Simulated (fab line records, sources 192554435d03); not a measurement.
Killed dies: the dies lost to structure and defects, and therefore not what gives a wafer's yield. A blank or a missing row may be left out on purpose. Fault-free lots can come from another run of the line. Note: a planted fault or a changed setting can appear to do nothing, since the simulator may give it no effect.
fab line records + flow n5Finfet
record:
- lots: 5
- wafers: 15
- lastDay: 18
route steps=1938 shown BEOL_M1@785 BEOL_M4@1111 PASSIVATION@1936
lots untouched by any fault: they come from a run of this same line in which no faults occurred
startH: start of the lot's first displayed wafer, in hours after the record's first day + waitH: how many hours have passed since the lot's step before this one + " as in the row above + L1.1+2: one row covering several wafers at once + - value missing, or start not given + * or withheld: withheld + < > ~ a bound
route shown NAME@n: NAME is a module with steps in the file, n the number in the route of the first one + usual: average and standard deviation across the fault-free wafers + same: alike in all rows + chamber/n: place in a boat + sites: per-site readings + _std_site: their standard deviation + _edge_site: the outer-site mean with the inner-site mean subtracted + radiusMm: for every site, how far away it sits from the centre of the wafer + mask NAME#n: copy n + behind: the most recent tool/chamber to have shaped the wafer + hold: cause of the lot's hold/its duration in hours/its outcome + device: transistor that didn't switch, given as n, p or np + end of line: tests run on the same wafers once the route is complete + where a step has no rows: the recipe by itself + killed: count of dies lost to structure and defects at first sort (not the wafer's yield) + map: dies across one wafer; x = killed, . = not, _ = none there
set.NAME: setting as actually run; set.NAME@STEP: the setting as run at that earlier step + model.NAME: the simulator's own value behind a step, which no gauge read
lots at some steps of the route; a table a step, a row a wafer
services: when a tool's chamber went out of use (startH, in hours from the record's first day, below 0 if earlier), for how many hours, and the reason
== steps ==
step: N5_BEOL_M1_DEVELOP_27
recipe:
- developTimeS: 30
- developer: TMAH
- resist: CAR-EUV
- rinseLiquid: surfactantRinse
- dry: airSpin
- devTempC: 23
step: N5_BEOL_M1_DESCUM_33
recipe:
- chemistry: O2
- timeS: 7
- sourcePowerW: 50
- biasPowerW: 20
- pressureMtorr: 20
- rfFrequencyHz: 2.712e+07
- tempC: 40
- resist: CAR-EUV
- o2FlowSccm: 225
step: N5_BEOL_M1_ETCH_77
recipe:
- chemistry: N2/H2
- target: underlayer
- targetDepthA: 65
- maskMaterial: CAR-EUV
- timeS: 5.2
- ionEnergyEv: 200
- pressureMtorr: 30
- sourceW: 840
- biasW: 150
- n2FlowSccm: 200
- h2FlowSccm: 200
- ends: cleared
step: N5_BEOL_M1_ETCH_69
recipe:
- chemistry: CF4
- target: SiARC
- targetDepthA: 156
- maskMaterial: CAR-EUV
- timeS: 26
- ionEnergyEv: 80
- pressureMtorr: 40
- sourceW: 545
- biasW: 36
- Ar_flow_sccm: 100
- cf4FlowSccm: 100
- ends: cleared
step: N5_BEOL_M1_ALD_98
recipe:
- material: SiO2
- targetThkA: 25
- tempC: 100
- aldPrecursorFamily: BDEAS
- aldCoReactant: O2-plasma
- pulseTimeS: 1
- coReactantPulseTimeS: 1
- purgeTimeS: 2
- coReactantPurgeTimeS: 2
- aldCycles: 17
- pressureTorr: 2
step: N5_BEOL_M1_ETCHBACK_99
recipe:
- chemistry: CHF3
- target: SiO2
- targetDepthA: 50
- timeS: 10.4
- sourceW: 215
- biasW: 47
- Ar_flow_sccm: 200
- CHF3_flow_sccm: 12
- ionEnergyEv: 100
- pressureMtorr: 30
step: N5_BEOL_M1_ETCH_70
recipe:
- chemistry: N2/H2
- target: SOC
- targetDepthA: 800
- overetchA: 160
- maskMaterial: SiARC
- tempC: 40
- timeS: 120
- ionEnergyEv: 200
- pressureMtorr: 30
- sourceW: 840
- biasW: 150
- n2FlowSccm: 200
- h2FlowSccm: 200
step: N5_BEOL_M1_STRIP_71
recipe:
- chemistry: N2/H2
- tempC: 40
- n2FlowSccm: 200
- h2FlowSccm: 200
- rfFrequencyHz: 6e+07
step: N5_BEOL_M1_STRIP_78
recipe:
- chemistry: N2/H2
- tempC: 40
- n2FlowSccm: 200
- h2FlowSccm: 200
- rfFrequencyHz: 6e+07
step: N5_BEOL_M1_VIA_ETCH_34
recipe:
- chemistry: C4F6/O2
- targetDepthA: 678
- maskMaterial: SOC
- pressureMtorr: 15
- ionEnergyEv: 250
- taperDeg: 4
- timeS: 64.4
- sourceW: 350
- biasW: 170
- Ar_flow_sccm: 300
- C4F6_flow_sccm: 10
- O2_flow_sccm: 10
usual:
- C4F6_flow_sccm: 10.00/0.032
- O2_flow_sccm: 10.00/0.033
- biasW: 170.0/0.51
- drypumpMotorCurrentA: 5.7/0.43
- oesProductAu: 0.76/0.098
- rfVppV: 663/15
- showerheadPlenumPTorr: 2.81/0.095
- throttleValvePct: 30.60/0.26
| lot.wafer | tool       | chamber | startH | waitH | C4F6_flow_sccm | O2_flow_sccm | biasW | drypumpMotorCurrentA | oesProductAu | rfHoursCounterH | rfVppV | showerheadPlenumPTorr | throttleValvePct | model.SOC_of_BEOL_M1_COAT_67.thkNm | model.SiARC_of_BEOL_M1_COAT_68.thkNm |
|-----------|------------|---------|--------|-------|----------------|--------------|-------|----------------------|--------------|-----------------|--------|-----------------------|------------------|------------------------------------|--------------------------------------|
| L534.2    | rieDiel-03 | 0       | 149.37 | 0.0   | 10.05          | 9.98         | 170.3 | 6.0                  | 0.69         | 229             | 653    | 2.79                  | 30.23            | 52.4                               | 0                                    |
| L534.3    | "          | 3       | "      | "     | 9.99           | 10.00        | 170.0 | 5.7                  | 0.68         | 227             | 645    | 2.82                  | 30.85            | 52.2                               | 0                                    |
| L534.4    | "          | 1       | "      | "     | 9.97           | 10.04        | 170.1 | 6.3                  | 0.69         | -               | 675    | 2.92                  | 31.00            | 52.4                               | 0                                    |
| L548.1    | rieDiel-03 | 3       | 237.02 | 0.0   | -              | -            | -     | -                    | -            | -               | -      | -                     | -                | 60.2                               | 6.6                                  |
| L548.2    | "          | 2       | "      | "     | -              | -            | -     | -                    | -            | -               | -      | -                     | -                | 60                                 | 6                                    |
| L548.3    | "          | 1       | "      | "     | -              | -            | -     | -                    | -            | -               | -      | -                     | -                | 60.2                               | 6                                    |
| L549.3    | rieDiel-03 | 3       | 245.53 | 0.0   | -              | -            | -     | -                    | -            | -               | -      | -                     | -                | 60.2                               | 6.6                                  |
| L549.4    | "          | 2       | "      | "     | -              | -            | -     | -                    | -            | -               | -      | -                     | -                | 60                                 | 6                                    |
| L549.5    | "          | 3       | "      | "     | -              | -            | -     | -                    | -            | -               | -      | -                     | -                | 60                                 | 6.6                                  |
| L550.2    | rieDiel-04 | 2       | 249.88 | 0.0   | -              | -            | -     | -                    | -            | -               | -      | -                     | -                | 59.8                               | 6.4                                  |
| L550.3    | "          | 3       | "      | "     | -              | -            | -     | -                    | -            | -               | -      | -                     | -                | 59.8                               | 6.2                                  |
| L550.6    | "          | 3       | "      | "     | -              | -            | -     | -                    | -            | -               | -      | -                     | -                | 60                                 | 6.2                                  |
| L553.1    | rieDiel-04 | 0       | 269.13 | 0.0   | 9.98           | 10.02        | 169.8 | 5.8                  | 0.97         | 3               | 663    | 2.77                  | 30.58            | 51.8                               | 0                                    |
| L553.4    | "          | 2       | "      | "     | 9.99           | 9.98         | 169.9 | 6.2                  | 0.83         | 76              | 671    | 2.90                  | 30.54            | 52.4                               | 0                                    |
| L553.6    | "          | 1       | "      | "     | 9.95           | 9.94         | 169.8 | 5.7                  | 0.74         | -               | 653    | 2.61                  | 30.49            | 52                                 | 0                                    |
step: N5_BEOL_M1_STRIP_83
recipe:
- chemistry: C4F6/O2
- resist: SiARC
- rfFrequencyHz: 6e+07
step: N5_BEOL_M4_RC_MEAS_101
usual:
- DIBL_N: 36.5/1.4
- DIBL_P: 36.6/1.9
- IOFF_N: 0.167/0.029
- IOFF_P: 0.21/0.033
- ION_N: 674/12
- ION_P: 460/8.9
- SS_N: 71.6/0.57
- SS_P: 73.4/0.61
- VT_N: 249/3.3
- VT_P: -250/3.3
| lot.wafer | tool      | chamber | startH | waitH | DIBL_N[mV/V] | DIBL_P[mV/V] | IOFF_N[nA/um] | IOFF_P[nA/um] | ION_N[uA/um] | ION_P[uA/um] | SS_N[mV/dec] | SS_P[mV/dec] | VT_N[mV] | VT_P[mV] |
|-----------|-----------|---------|--------|-------|--------------|--------------|---------------|---------------|--------------|--------------|--------------|--------------|----------|----------|
| L534.2    | prober-02 | 0       | 195.42 | 0.2   | 35.0         | 33.0         | 0.131         | 0.19          | 672          | 462          | 71.1         | 72.6         | 252      | -250     |
| L534.3    | "         | 0       | "      | "     | 36.2         | 33.4         | 0.149         | 0.20          | 666          | 459          | 71.5         | 72.4         | 252      | -249     |
| L534.4    | "         | 0       | "      | "     | 37.0         | 34.7         | 0.172         | 0.22          | 667          | 463          | 71.5         | 72.8         | 244      | -248     |
| L553.1    | prober-01 | 0       | 308.55 | 0.0   | 40.7         | 41.6         | 0.277         | 0.33          | 690          | 470          | 73.3         | 75.1         | 240      | -244     |
| L553.4    | "         | 0       | "      | "     | 35.2         | 34.5         | 0.134         | 0.19          | 649          | 447          | 72.0         | 72.4         | 253      | -250     |
| L553.6    | "         | 0       | "      | "     | 35.7         | 35.9         | 0.154         | 0.22          | 669          | 458          | 71.7         | 72.8         | 249      | -250     |
step: N5_PASSIVATION_PROBE_49
usual:
- defectLimitedYield: 91.2/1.6
- killed_at_M0_to_M3: 34/11
- killed_at_M4_up: 14/5.7
- killedAtContacts: 14/6.6
- killedAtFrontEnd: 37/10
- killedAtOther: 4/3.2
- killedDies: 104/19
- killedOnRim: 14/4.1
- killedOpen: 69/13
- killedShort: 33/8.7
- sort_bin_4_leakage: 0.00/0.014
- sort_bin_5_function: 5.1/1
- sort_bin_6_memory: 3.3/0.76
- sort_bin_8_speed: 0.00/0.016
- sortNPass: 1076/19
- sortYieldPct: 91.2/1.6
same:
- grossDies: 1180
- killedAtBackSide: 0
| lot.wafer | tool      | chamber | startH | waitH | defectLimitedYield[%] | killed_at_M0_to_M3 | killed_at_M4_up | killedAtContacts | killedAtFrontEnd | killedAtOther | killedDies | killedOnRim | killedOpen | killedShort | sort_bin_4_leakage[%] | sort_bin_5_function[%] | sort_bin_6_memory[%] | sort_bin_8_speed[%] | sortNPass | sortYieldPct[%] |
|-----------|-----------|---------|--------|-------|-----------------------|--------------------|-----------------|------------------|------------------|---------------|------------|-------------|------------|-------------|-----------------------|------------------------|----------------------|---------------------|-----------|-----------------|
| L549.3    | prober-01 | -       | 390.11 | 0.1   | 0                     | 1127               | 15              | 17               | 21               | 0             | 1180       | 152         | 70         | 30          | 0                     | 96.7                   | 3.1                  | 0                   | 0         | 0               |
| L549.4    | prober-01 | -       | 390.16 | 0.2   | 0                     | 1095               | 16              | 32               | 35               | 2             | 1180       | 152         | 91         | 34          | 0                     | 95.7                   | 4.2                  | 0                   | 0         | 0               |
| L549.5    | prober-01 | -       | 390.21 | 0.2   | 0                     | 1104               | 18              | 28               | 29               | 1             | 1180       | 152         | 79         | 35          | 0                     | 95.3                   | 4.2                  | 0                   | 0         | 0               |
| L550.2    | prober-02 | -       | 390.75 | 0.1   | 0                     | 1105               | 19              | 17               | 34               | 5             | 1180       | 152         | 65         | 25          | 0                     | 96.3                   | 3.6                  | 0                   | 0         | 0               |
| L550.3    | prober-02 | -       | 390.80 | 0.1   | 0                     | 1127               | 14              | 10               | 22               | 7             | 1180       | 152         | 52         | 18          | 0                     | 97.2                   | 2.6                  | 0                   | 0         | 0               |
| L550.6    | prober-02 | -       | 390.95 | 0.3   | 0                     | 1117               | 19              | 11               | 33               | 0             | 1180       | 152         | 56         | 27          | 0                     | 98.1                   | 1.5                  | 0                   | 0         | 0               |
| L548.1    | prober-01 | -       | 395.73 | 0.0   | 0                     | 1123               | 8               | 7                | 40               | 2             | 1180       | 152         | 63         | 33          | 0                     | 96.5                   | 3.2                  | 0                   | 0         | 0               |
| L548.2    | prober-01 | -       | 395.78 | 0.1   | 0                     | 1108               | 12              | 14               | 41               | 5             | 1180       | 152         | 76         | 28          | 0                     | 96.7                   | 2.9                  | 0                   | 0         | 0               |
| L548.3    | prober-01 | -       | 395.83 | 0.1   | 0                     | 1120               | 15              | 9                | 33               | 3             | 1180       | 152         | 79         | 28          | 0                     | 96.1                   | 3.5                  | 0                   | 0         | 0               |
killed by level:class
L549.3 BEOL_M1:areaEtch=1078 BEOL_M3:geometricParticle:open=14 MOL_CONTACT_COAG:geometricParticle:open=11 BEOL_M0_SAQP:geometricParticle:short=10 BEOL_M1:geometricParticle:open=8 STI_FIN_REVEAL:geometricParticle:open=7 MOL_CONTACT_COAG:geometricParticle:short=6 BEOL_M0_SAQP:geometricParticle:open=6
L549.4 BEOL_M1:areaEtch=1054 MOL_CONTACT_COAG:geometricParticle:open=24 STI_FIN_REVEAL:geometricParticle:open=14 BEOL_M3:geometricParticle:open=12 MOL_CONTACT_COAG:geometricParticle:short=8 BEOL_M0_SAQP:geometricParticle:open=7 BEOL_M0_SAQP:geometricParticle:short=6 BEOL_M0:geometricParticle:open=5
L549.5 BEOL_M1:areaEtch=1060 MOL_CONTACT_COAG:geometricParticle:open=19 BEOL_M0_SAQP:geometricParticle:open=15 STI_FIN_REVEAL:geometricParticle:open=12 BEOL_M0_SAQP:geometricParticle:short=11 MOL_CONTACT_COAG:geometricParticle:short=9 BEOL_M3:geometricParticle:open=6 FIN_SAQP:geometricParticle:open=5
L550.2 BEOL_M1:areaEtch=1089 MOL_CONTACT_COAG:geometricParticle:open=14 BEOL_M4:geometricParticle:open=14 STI_FIN_REVEAL:geometricParticle:open=10 BEOL_M2:geometricParticle:open=5 FIN_SAQP:geometricParticle:short=4 FIN_SAQP:geometricParticle:open=4 STI_FIN_REVEAL:geometricParticle:short=4
L550.3 BEOL_M1:areaEtch=1110 MOL_CONTACT_COAG:geometricParticle:open=6 BEOL_M1:geometricParticle:open=6 BEOL_M4:geometricParticle:open=5 FIN_SAQP:geometricParticle:open=4 STI_FIN_REVEAL:geometricParticle:open=4 MOL_CONTACT_COAG:geometricParticle:short=4 BEOL_M2:geometricParticle:open=4
L550.6 BEOL_M1:areaEtch=1097 FIN_SAQP:geometricParticle:open=11 BEOL_M4:geometricParticle:open=9 MOL_CONTACT_COAG:geometricParticle:open=8 BEOL_M1:geometricParticle:open=6 FIN_SAQP:geometricParticle:short=5 BEOL_M1:geometricParticle:short=5 STI_FIN_REVEAL:geometricParticle:open=3
L548.1 BEOL_M1:areaEtch=1083 FIN_SAQP:geometricParticle:open=13 BEOL_M3:geometricParticle:open=8 FIN_SAQP:geometricParticle:short=7 BEOL_M2:geometricParticle:open=7 MOL_CONTACT_COAG:geometricParticle:open=6 BEOL_M0_SAQP:geometricParticle:open=6 BEOL_M0_SAQP:geometricParticle:short=5
L548.2 BEOL_M1:areaEtch=1075 STI_FIN_REVEAL:geometricParticle:open=13 MOL_CONTACT_COAG:geometricParticle:open=12 FIN_SAQP:geometricParticle:open=9 BEOL_M1:geometricParticle:open=9 BEOL_M3:geometricParticle:open=9 GATE_CUT:geometricParticle:short=4 BEOL_M0_SAQP:geometricParticle:short=4
L548.3 BEOL_M1:areaEtch=1072 BEOL_M0_SAQP:geometricParticle:open=12 BEOL_M2:geometricParticle:open=10 FIN_SAQP:geometricParticle:open=9 MOL_CONTACT_COAG:geometricParticle:open=8 BEOL_M3:geometricParticle:open=8 BEOL_M7:geometricParticle:open=6 FIN_SAQP:geometricParticle:short=4
map L548.1 (x killed, . not)
_________________xxxxxxxxxxxx________________
______________xxxxxxxxxxxxxxxxxx_____________
___________xxxxxxxxxxxxxxxxxxxxxxxx__________
__________xxxxxxxxxxxxxxxxxxxxxxxxxx_________
________xxxxxxxxxxxxxxxxxxxxxxxxxxxxxx_______
_______xxxxxxxxxxxxxxxxxxxxxxxxxxxxxxxx______
______xxxxxxxxxxxxxxxxxxxxxxxxxxxxxxxxxx_____
_____xxxxxxxxxxxxxxxxxxxxxxxxxxxxxxxxxxxx____
____xxxxxxxxxxxxxxxxxxxxxxxxxxxxxxxxxxxxxx___
___xxxxxxxxxxxxxxxxxxxxxxxxxxxxxxxxxxxxxxxx__
___xxxxxxxxxxxxxxxxxxxxxxxxxxxxxxxxxxxxxxxx__
__xxxxxxxxxxxxxxxxxxxxxxxxxxxxxxxxxxxxxxxxxx_
__xxxxxxxxxxxxxxxxxxxxxxxxxxxxxxxxxxxxxxxxxx_
_xxxxxxxxxxxxxxxxxxxxxxxxxxxxxxxxxxxxxxxxxxxx
_xxxxxxxxxxxxxxxxxxxxxxxxxxxxxxxxxxxxxxxxxxxx
_xxxxxxxxxxxxxxxxxxxxxxxxxxxxxxxxxxxxxxxxxxxx
_xxxxxxxxxxxxxxxxxxxxxxxxxxxxxxxxxxxxxxxxxxxx
_xxxxxxxxxxxxxxxxxxxxxxxxxxxxxxxxxxxxxxxxxxxx
_xxxxxxxxxxxxxxxxxxxxxxxxxxxxxxxxxxxxxxxxxxxx
_xxxxxxxxxxxxxxxxxxxxxxxxxxxxxxxxxxxxxxxxxxxx
_xxxxxxxxxxxxxxxxxxxxxxxxxxxxxxxxxxxxxxxxxxxx
__xxxxxxxxxxxxxxxxxxxxxxxxxxxxxxxxxxxxxxxxxx_
__xxxxxxxxxxxxxxxxxxxxxxxxxxxxxxxxxxxxxxxxxx_
___xxxxxxxxxxxxxxxxxxxxxxxxxxxxxxxxxxxxxxxx__
___xxxxxxxxxxxxxxxxxxxxxxxxxxxxxxxxxxxxxxxx__
____xxxxxxxxxxxxxxxxxxxxxxxxxxxxxxxxxxxxxx___
_____xxxxxxxxxxxxxxxxxxxxxxxxxxxxxxxxxxxx____
______xxxxxxxxxxxxxxxxxxxxxxxxxxxxxxxxxx_____
_______xxxxxxxxxxxxxxxxxxxxxxxxxxxxxxxx______
________xxxxxxxxxxxxxxxxxxxxxxxxxxxxxx_______
__________xxxxxxxxxxxxxxxxxxxxxxxxxx_________
___________xxxxxxxxxxxxxxxxxxxxxxxx__________
______________xxxxxxxxxxxxxxxxxx_____________
_________________xxxxxxxxxxxx________________
map L549.3 (x killed, . not)
_________________xxxxxxxxxxxx________________
______________xxxxxxxxxxxxxxxxxx_____________
___________xxxxxxxxxxxxxxxxxxxxxxxx__________
__________xxxxxxxxxxxxxxxxxxxxxxxxxx_________
________xxxxxxxxxxxxxxxxxxxxxxxxxxxxxx_______
_______xxxxxxxxxxxxxxxxxxxxxxxxxxxxxxxx______
______xxxxxxxxxxxxxxxxxxxxxxxxxxxxxxxxxx_____
_____xxxxxxxxxxxxxxxxxxxxxxxxxxxxxxxxxxxx____
____xxxxxxxxxxxxxxxxxxxxxxxxxxxxxxxxxxxxxx___
___xxxxxxxxxxxxxxxxxxxxxxxxxxxxxxxxxxxxxxxx__
___xxxxxxxxxxxxxxxxxxxxxxxxxxxxxxxxxxxxxxxx__
__xxxxxxxxxxxxxxxxxxxxxxxxxxxxxxxxxxxxxxxxxx_
__xxxxxxxxxxxxxxxxxxxxxxxxxxxxxxxxxxxxxxxxxx_
_xxxxxxxxxxxxxxxxxxxxxxxxxxxxxxxxxxxxxxxxxxxx
_xxxxxxxxxxxxxxxxxxxxxxxxxxxxxxxxxxxxxxxxxxxx
_xxxxxxxxxxxxxxxxxxxxxxxxxxxxxxxxxxxxxxxxxxxx
_xxxxxxxxxxxxxxxxxxxxxxxxxxxxxxxxxxxxxxxxxxxx
_xxxxxxxxxxxxxxxxxxxxxxxxxxxxxxxxxxxxxxxxxxxx
_xxxxxxxxxxxxxxxxxxxxxxxxxxxxxxxxxxxxxxxxxxxx
_xxxxxxxxxxxxxxxxxxxxxxxxxxxxxxxxxxxxxxxxxxxx
_xxxxxxxxxxxxxxxxxxxxxxxxxxxxxxxxxxxxxxxxxxxx
__xxxxxxxxxxxxxxxxxxxxxxxxxxxxxxxxxxxxxxxxxx_
__xxxxxxxxxxxxxxxxxxxxxxxxxxxxxxxxxxxxxxxxxx_
___xxxxxxxxxxxxxxxxxxxxxxxxxxxxxxxxxxxxxxxx__
___xxxxxxxxxxxxxxxxxxxxxxxxxxxxxxxxxxxxxxxx__
____xxxxxxxxxxxxxxxxxxxxxxxxxxxxxxxxxxxxxx___
_____xxxxxxxxxxxxxxxxxxxxxxxxxxxxxxxxxxxx____
______xxxxxxxxxxxxxxxxxxxxxxxxxxxxxxxxxx_____
_______xxxxxxxxxxxxxxxxxxxxxxxxxxxxxxxx______
________xxxxxxxxxxxxxxxxxxxxxxxxxxxxxx_______
__________xxxxxxxxxxxxxxxxxxxxxxxxxx_________
___________xxxxxxxxxxxxxxxxxxxxxxxx__________
______________xxxxxxxxxxxxxxxxxx_____________
_________________xxxxxxxxxxxx________________
== services ==
| tool       | chamber | startH | hours | kind                        |
|------------|---------|--------|-------|-----------------------------|
| rieDiel-04 | 1       | 136.39 | 8.7   | repair                      |
| rieDiel-03 | 2       | 142.38 | -     | clean                       |
| rieDiel-03 | 2       | 142.38 | -     | consumableReplace:focusRing |
| rieDiel-03 | 2       | 142.38 | 20.4  | scheduledDown               |
| rieDiel-03 | 2       | 142.38 | 20.4  | ventCycle                   |
| rieDiel-04 | 3       | 198.65 | 1.7   | repair                      |
| rieDiel-03 | 1       | 213.86 | -     | clean                       |
| rieDiel-03 | 1       | 213.86 | -     | consumableReplace:focusRing |
| rieDiel-03 | 1       | 213.86 | 20.2  | scheduledDown               |
| rieDiel-03 | 1       | 213.86 | 20.2  | ventCycle                   |
| rieDiel-03 | 0       | 234.11 | -     | clean                       |
| rieDiel-03 | 0       | 234.11 | -     | consumableReplace:focusRing |
| rieDiel-03 | 0       | 234.11 | 26.9  | scheduledDown               |
| rieDiel-03 | 0       | 234.11 | 26.9  | ventCycle                   |
| rieDiel-04 | 0       | 235.68 | -     | clean                       |
| rieDiel-04 | 0       | 235.68 | -     | consumableReplace:focusRing |
| rieDiel-04 | 0       | 235.68 | 26.3  | scheduledDown               |
| rieDiel-04 | 0       | 235.68 | 26.3  | ventCycle                   |
| rieDiel-04 | -       | 237.68 | 2.8   | pm                          |
| rieDiel-03 | 3       | 261.00 | -     | clean                       |
| rieDiel-03 | 3       | 261.00 | -     | consumableReplace:focusRing |
| rieDiel-03 | 3       | 261.00 | 17.3  | scheduledDown               |
| rieDiel-03 | 3       | 261.00 | 17.3  | ventCycle                   |
== key ==
firstSign:
- step: N5_BEOL_M1_VIA_ETCH_34
- reading: toolRecord
- direction: missing
effect:
- step: N5_PASSIVATION_PROBE_49
- reading: killed_at_M0_to_M3
- direction: up
- sigmas: 99+
- usual: 34
- struck: 1114
modelEffect:
- step: N5_BEOL_M1_VIA_ETCH_34
- value: SOC_of_BEOL_M1_COAT_67.thkNm
- without: 52.16
- struck: 60.02
moreKillsBornAt:
- N5_BEOL_M1_VIA_ETCH_34@rieDiel-03: 6422
- N5_BEOL_M1_VIA_ETCH_34@rieDiel-04: 3296
metAt N5_BEOL_M1_VIA_ETCH_34
struckWafers L548.1,L548.2,L548.3,L549.3,L549.4,L549.5,L550.2,L550.3,L550.6
laterRowsLeftOut L548.1,L548.2,L548.3,L549.3,L549.4,L549.5,L550.2,L550.3,L550.6
onsetBetween 149.37 237.02
fault:
- kind: skippedStepWhole
- tool: rieDiel-03,rieDiel-04
- chamber: -
- onsetH: 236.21
- steps: N5_BEOL_M1_VIA_ETCH_34
- scope: struckLotsOnly
laterRowsLeftOut: the simulator's readings of these wafers behind a module that went badly wrong aren't trusted and aren't shown, but for the sort
